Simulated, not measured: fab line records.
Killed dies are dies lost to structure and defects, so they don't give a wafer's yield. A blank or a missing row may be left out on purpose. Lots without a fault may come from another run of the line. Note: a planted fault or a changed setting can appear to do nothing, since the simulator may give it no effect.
Split-lot trial || flow n5 finfet || 21 wafers read across 7 lots, on a route 1938 steps long

== ABOUT THE SPLIT ==
At N5_BEOL_M15_SPUTTER_43 (material TaN, target thk 15 nm, time 24.19 s), the setting time s was moved away from the recipe's 24.19 s on 6 of the 21 wafers read, by -13.0% to +14.4%. All remaining wafers had this setting at the recipe value.

The reading comes from the split's own step.

== THE READING ==
TaN_of_BEOL_M15_SPUTTER_43.thk nm (the simulator's own value, which no gauge read), in nm, at N5_BEOL_M15_SPUTTER_43 (material TaN, target thk 15 nm, time 24.19 s). No usual value for it is given in the file. The 15 wafers here that ran the recipe average 15.1 nm, standard deviation 0.15 nm.

{"wafer": "L077.2", "tool, chamber at the split": "pvd sputter-02, -", "time s as run, s": 21.54, "against the recipe": "-11.0%", "TaN_of_BEOL_M15_SPUTTER_43.thk nm, nm": 13.6, "against lot-mates on the recipe": -1.8}
{"wafer": "L077.3", "tool, chamber at the split": "pvd sputter-02, -", "time s as run, s": 21.54, "against the recipe": "-11.0%", "TaN_of_BEOL_M15_SPUTTER_43.thk nm, nm": 13.4, "against lot-mates on the recipe": -2.0}
{"wafer": "L077.6", "tool, chamber at the split": "pvd sputter-02, -", "time s as run, s": 24.19, "against the recipe": "recipe", "TaN_of_BEOL_M15_SPUTTER_43.thk nm, nm": 15.4, "against lot-mates on the recipe": "-"}
{"wafer": "L081.1", "tool, chamber at the split": "pvd sputter-03, -", "time s as run, s": 24.19, "against the recipe": "recipe", "TaN_of_BEOL_M15_SPUTTER_43.thk nm, nm": 15, "against lot-mates on the recipe": "-"}
{"wafer": "L081.5", "tool, chamber at the split": "pvd sputter-03, -", "time s as run, s": 24.19, "against the recipe": "recipe", "TaN_of_BEOL_M15_SPUTTER_43.thk nm, nm": 15, "against lot-mates on the recipe": "-"}
{"wafer": "L081.4", "tool, chamber at the split": "pvd sputter-03, -", "time s as run, s": 24.19, "against the recipe": "recipe", "TaN_of_BEOL_M15_SPUTTER_43.thk nm, nm": 15.2, "against lot-mates on the recipe": "-"}
{"wafer": "L082.1", "tool, chamber at the split": "pvd sputter-01, -", "time s as run, s": 24.19, "against the recipe": "recipe", "TaN_of_BEOL_M15_SPUTTER_43.thk nm, nm": 15.4, "against lot-mates on the recipe": "-"}
{"wafer": "L082.5", "tool, chamber at the split": "pvd sputter-01, -", "time s as run, s": 24.19, "against the recipe": "recipe", "TaN_of_BEOL_M15_SPUTTER_43.thk nm, nm": 15.2, "against lot-mates on the recipe": "-"}
{"wafer": "L082.6", "tool, chamber at the split": "pvd sputter-01, -", "time s as run, s": 24.19, "against the recipe": "recipe", "TaN_of_BEOL_M15_SPUTTER_43.thk nm, nm": 15.2, "against lot-mates on the recipe": "-"}
{"wafer": "L087.1", "tool, chamber at the split": "pvd sputter-01, -", "time s as run, s": 24.19, "against the recipe": "recipe", "TaN_of_BEOL_M15_SPUTTER_43.thk nm, nm": 15, "against lot-mates on the recipe": "-"}
{"wafer": "L087.4", "tool, chamber at the split": "pvd sputter-01, -", "time s as run, s": 24.19, "against the recipe": "recipe", "TaN_of_BEOL_M15_SPUTTER_43.thk nm, nm": 15.2, "against lot-mates on the recipe": "-"}
{"wafer": "L087.5", "tool, chamber at the split": "pvd sputter-01, -", "time s as run, s": 21.05, "against the recipe": "-13.0%", "TaN_of_BEOL_M15_SPUTTER_43.thk nm, nm": 13.2, "against lot-mates on the recipe": -1.9}
{"wafer": "L089.1", "tool, chamber at the split": "pvd sputter-01, -", "time s as run, s": 27.67, "against the recipe": "+14.4%", "TaN_of_BEOL_M15_SPUTTER_43.thk nm, nm": 17.4, "against lot-mates on the recipe": "+2.2"}
{"wafer": "L089.3", "tool, chamber at the split": "pvd sputter-01, -", "time s as run, s": 27.67, "against the recipe": "+14.4%", "TaN_of_BEOL_M15_SPUTTER_43.thk nm, nm": 17.2, "against lot-mates on the recipe": "+2.0"}
{"wafer": "L089.5", "tool, chamber at the split": "pvd sputter-01, -", "time s as run, s": 24.19, "against the recipe": "recipe", "TaN_of_BEOL_M15_SPUTTER_43.thk nm, nm": 15.2, "against lot-mates on the recipe": "-"}
{"wafer": "L091.1", "tool, chamber at the split": "pvd sputter-01, -", "time s as run, s": 24.19, "against the recipe": "recipe", "TaN_of_BEOL_M15_SPUTTER_43.thk nm, nm": 15.2, "against lot-mates on the recipe": "-"}
{"wafer": "L091.2", "tool, chamber at the split": "pvd sputter-01, -", "time s as run, s": 24.19, "against the recipe": "recipe", "TaN_of_BEOL_M15_SPUTTER_43.thk nm, nm": 15.2, "against lot-mates on the recipe": "-"}
{"wafer": "L091.6", "tool, chamber at the split": "pvd sputter-01, -", "time s as run, s": 27.48, "against the recipe": "+13.6%", "TaN_of_BEOL_M15_SPUTTER_43.thk nm, nm": 17.2, "against lot-mates on the recipe": "+2.0"}
{"wafer": "L096.1", "tool, chamber at the split": "pvd sputter-01, -", "time s as run, s": 24.19, "against the recipe": "recipe", "TaN_of_BEOL_M15_SPUTTER_43.thk nm, nm": 15, "against lot-mates on the recipe": "-"}
{"wafer": "L096.4", "tool, chamber at the split": "pvd sputter-01, -", "time s as run, s": 24.19, "against the recipe": "recipe", "TaN_of_BEOL_M15_SPUTTER_43.thk nm, nm": 15.2, "against lot-mates on the recipe": "-"}
{"wafer": "L096.5", "tool, chamber at the split": "pvd sputter-01, -", "time s as run, s": 24.19, "against the recipe": "recipe", "TaN_of_BEOL_M15_SPUTTER_43.thk nm, nm": 14.8, "against lot-mates on the recipe": "-"}

THE FIT
A straight line over all 21 wafers: TaN_of_BEOL_M15_SPUTTER_43.thk nm changes by +0.15 nm for each +1% of time s; r = +0.99; the points scatter about the line by 0.14 nm.
The same after taking each lot's own level away (the mean of its wafers on the recipe; 21 wafers): +0.153 nm for each +1%; r = +0.99; scatter 0.13 nm.
The reading moves by 2.2 nm for the largest change in time s, on that fit.
The lots' own levels span 15.00 to 15.40 nm, that is 2.6 times the standard deviation above.
The two slopes are in agreement: the lot-to-lot level therefore moves the slope only a little.
Check: with one of the wafers moved furthest among these (+14.4%) left out of the fit, the line predicts +2.16 nm for it against its lot-mates. Against them it came out at +2.2 nm.

== OTHER SPLITS APPLIED TO THESE WAFERS ==
These wafers also went through other splits before the reading. Each is held against what the fit with the lots' levels taken away leaves over:
{"other split on the same wafers": "N5_BEOL_M12_SPUTTER_45 time s", "wafers away from the commonest value": 5, "r with TaN_of_BEOL_M15_SPUTTER_43.thk nm (lot level and that fit taken away)": "+0.32"}
{"other split on the same wafers": "N5_BEOL_M13_TRENCH_ETCH_34 time s", "wafers away from the commonest value": 9, "r with TaN_of_BEOL_M15_SPUTTER_43.thk nm (lot level and that fit taken away)": "+0.14"}
{"other split on the same wafers": "N5_BEOL_M13_SPUTTER_43 time s", "wafers away from the commonest value": 6, "r with TaN_of_BEOL_M15_SPUTTER_43.thk nm (lot level and that fit taken away)": "+0.17"}
{"other split on the same wafers": "N5_BEOL_M15_ILD_DEP_00 time s", "wafers away from the commonest value": 2, "r with TaN_of_BEOL_M15_SPUTTER_43.thk nm (lot level and that fit taken away)": -0.30}
{"other split on the same wafers": "N5_BEOL_M15_COAT_58 spin rpm", "wafers away from the commonest value": 8, "r with TaN_of_BEOL_M15_SPUTTER_43.thk nm (lot level and that fit taken away)": "+0.07"}

== FILE'S OWN FIT ==
TaN_of_BEOL_M15_SPUTTER_43.thk nm changes by +0.151 nm for each +1% of time s, r = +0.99.
